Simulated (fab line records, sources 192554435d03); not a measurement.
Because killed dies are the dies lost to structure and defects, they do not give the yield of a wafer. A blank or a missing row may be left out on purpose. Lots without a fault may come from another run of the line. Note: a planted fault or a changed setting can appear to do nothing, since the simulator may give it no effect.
Split-lot study    flow n5-finfet    21 wafers read across 7 lots, on a route 1938 steps long

== ABOUT THE SPLIT ==
At N5_BEOL_M0_ETCH_128 (etches SiCN in CF4/N2, target depth 12 nm, overetch 5.1 nm, time 21.4 s), the setting source-w was moved away from the recipe's 430 W on 5 of the 21 wafers read, by -12.3% to +15.7%. All remaining wafers had this setting at the recipe value.

The split's own step is where the reading is taken.

== THE READING ==
rf-vpp-V, in V, at N5_BEOL_M0_ETCH_128 (etches SiCN in CF4/N2, target depth 12 nm, overetch 5.1 nm, time 21.4 s). A value of 383.3 V with a standard deviation of 1.5 V is what fault-free wafers of this fab line usually give.

wafer   tool, chamber at the split  source-w as run, W  against the recipe  rf-vpp-V, V  against lot-mates on the recipe
L077.3  rie-diel-05, 3              430                 recipe              385.0        -
L077.4  rie-diel-05, 0              430                 recipe              386.3        -
L077.5  rie-diel-05, 0              430                 recipe              384.8        -
L079.3  rie-diel-05, 0              430                 recipe              384.3        -
L079.4  rie-diel-05, 2              430                 recipe              383.8        -
L079.6  rie-diel-05, 0              430                 recipe              386.5        -
L080.2  rie-diel-04, 3              430                 recipe              382.8        -
L080.3  rie-diel-04, 0              430                 recipe              382.5        -
L080.6  rie-diel-04, 3              430                 recipe              383.6        -
L083.2  rie-diel-04, 2              430                 recipe              381.3        -
L083.3  rie-diel-04, 0              377.1               -12.3%              398.5        +16.4
L083.6  rie-diel-04, 3              430                 recipe              383.0        -
L087.3  rie-diel-01, 1              497.4               +15.7%              363.9        -17.9
L087.4  rie-diel-01, 3              430                 recipe              381.1        -
L087.5  rie-diel-01, 1              430                 recipe              382.5        -
L090.2  rie-diel-04, 2              452                 +5.1%               376.7        -5.6
L090.4  rie-diel-04, 3              430                 recipe              383.3        -
L090.6  rie-diel-04, 3              430                 recipe              381.3        -
L094.2  rie-diel-04, 0              430                 recipe              382.0        -
L094.4  rie-diel-04, 3              494.7               +15.0%              366.1        -15.9
L094.6  rie-diel-04, 0              494.7               +15.0%              364.1        -17.9

THE FIT
A straight line over all 21 wafers: rf-vpp-V changes by -1.23 V for each +1% of source-w; r = -0.98; the points scatter about the line by 1.5 V.
The same after taking each lot's own level away (the mean of its wafers on the recipe; 21 wafers): -1.17 V for each +1%; r = -0.99; scatter 0.94 V.
The reading moves by 18 V for the largest change in source-w, on that fit.
From 381.80 to 385.37 V: that is the span of the lots' own levels, equal to 2.4 times the standard deviation above.
Hence the lot-to-lot level has little effect on the slope; both slopes agree.
Check: with one of the wafers moved furthest among these (+15.7%) left out of the fit, the line predicts -18.3 V for it against its lot-mates. It came out at -17.9 V against them.
Tool readings at the split's step, against how far the setting was moved: rf-vpp-V r = -0.98.

== THESE WAFERS: OTHER SPLITS ==
Other splits were also applied to these wafers ahead of the reading. Each is held against what the fit with the lots' levels taken away leaves over:
other split on the same wafers  wafers away from the commonest value  r with rf-vpp-V (lot level and that fit taken away)
N5_BEOL_M0_CUTY_ETCH_63 time-s  6                                     +0.07

== THE FILE'S OWN FIT ==
rf-vpp-V changes by -1.18 V for each +1% of source-w, r = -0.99.
